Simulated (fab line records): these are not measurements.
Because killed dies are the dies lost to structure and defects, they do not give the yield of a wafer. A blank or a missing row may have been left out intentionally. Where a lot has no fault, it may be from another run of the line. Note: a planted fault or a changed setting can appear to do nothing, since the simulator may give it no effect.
Problem report, 8D (eight disciplines) form, completed by code ; flow n5_finfet ; the parts of the form that need people (team, actions taken, sign-off) are left out

## 1. THE ISSUE
M2_ILD_THK at N5_BEOL_M2_THK_MEAS_01 reads a mean of 105.5 nm on 4 wafers of 2 lots; wafers without a fault read 78.9 nm with a standard deviation of 1. That puts it +27 standard deviations away from the usual mean.
First seen on wafer L752.2, day 8 21:38, on film_metro-01. At this step, 30 wafers from 10 lots have a number in the record. Rule for "out", or "out of limits": more than 4 standard deviations from the usual mean. All remaining wafers that have a number are taken as sound.

## 2. WHAT IT IS, WHAT IT ISN'T
question;is;is not
which readings at this step;M2_ILD_THK;-
which lots;L751, L752;L745, L746, L747, L750, L754, L762, L765, L766
which wafers of those lots;L751.2, L751.5, L752.2, L752.5;L751.6, L752.4
read on which gauges;film_metro-01, film_metro-02;-
when;from day 8 21:38;"up to then (13 sound wafers); but 13 sound wafers of L751, L754, L762, L765, L766 came after"

## 3. SUSPECTS, AND WHAT RULES EACH OUT
Counting: any tool at a process step up to the reading remains a suspect provided it ran every lot that is out. Sound lots after the first of them don't rule it out here, since some wafers of a struck lot are sound.
- the gauge at N5_BEOL_M2_THK_MEAS_01 has been ruled out. Those wafers that are out were read across 2 gauges (film_metro-01, film_metro-02).
- pvd_sputter-02 at N5_BEOL_M1_SPUTTER_90 (material Cu, target thk 4.5 nm, time 8.29 s): kept. Every lot that is out went through it, the first being L752 (day 8 19:31); the last sound lot it ran before that was L750 (day 8 12:08).
- pvd_sputter-02 at N5_BEOL_M1_SPUTTER_96 (material Cu, target thk 4.5 nm, time 8.29 s): kept. Every lot that is out went through it, the first being L752 (day 8 20:11); the last sound lot it ran before that was L750 (day 8 12:48).
- pecvd-04 at N5_BEOL_M2_ILD_DEP_00 (deposits SiOC from DEMS/O2, target thk 79 nm, time 15.3 s): kept. Every lot that is out went through it, the first being L752 (day 8 21:34); the last sound lot it ran before that was L750 (day 8 13:55).
pvd_sputter-02 at N5_BEOL_M1_SPUTTER_90, pvd_sputter-02 at N5_BEOL_M1_SPUTTER_96 and pecvd-04 at N5_BEOL_M2_ILD_DEP_00 are what is left after counting.

## 4. THE CAUSE (what the simulator had put in)
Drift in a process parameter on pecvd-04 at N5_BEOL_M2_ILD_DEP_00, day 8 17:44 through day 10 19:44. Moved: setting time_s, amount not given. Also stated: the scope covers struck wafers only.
After counting, 3 suspects remain, this tool included.

## 5. THE EFFECT CHAIN, in route order
Each row: a reading whose mean over the struck wafers that have a number lies more than 3 standard deviations from the usual. Scope: only readings with a usual standard deviation given in the record; hours: median across lots of the time from each lot's start at the first step in this table that gives one to its start at this step; sigmas: change in usual standard deviations.
hours;step;reading;usual;on struck wafers;change;sigmas
0;N5_BEOL_M2_THK_MEAS_01;M2_ILD_THK;78.9 nm;105.5;+26.6;+27
145;N5_PASSIVATION_PROBE_49;defect_limited_yield;91.0 %;24.9;-66.1;-44
145;N5_PASSIVATION_PROBE_49;killed_at_M0_to_M3;33;816;+783;+83
145;N5_PASSIVATION_PROBE_49;killed_dies;106;886;+780;+43
145;N5_PASSIVATION_PROBE_49;sort_bin_5_function;5.3 %;71.8;+66.5;+66
145;N5_PASSIVATION_PROBE_49;sort_n_pass;1074;294;-780;-43
145;N5_PASSIVATION_PROBE_49;sort_yield_pct;91.0 %;24.9;-66.1;-44
It contains these process steps:
- N5_PASSIVATION_PROBE_49

## 6. WHAT WOULD HAVE CAUGHT IT SOONER
In this record the first reading out of limits at a measuring or inspecting step was taken at day 8 21:38, 4 hours after the fault began at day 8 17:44.
Of the tool readings at N5_BEOL_M2_ILD_DEP_00 for which the record gives a usual standard deviation, none was out on any struck wafer, so an alarm limit of 4 standard deviations on them would not have fired.
Lots out: 2; of these, L751 started N5_BEOL_M2_ILD_DEP_00 on pecvd-04 after day 8 21:38. Holding the tool at that time would have saved it.
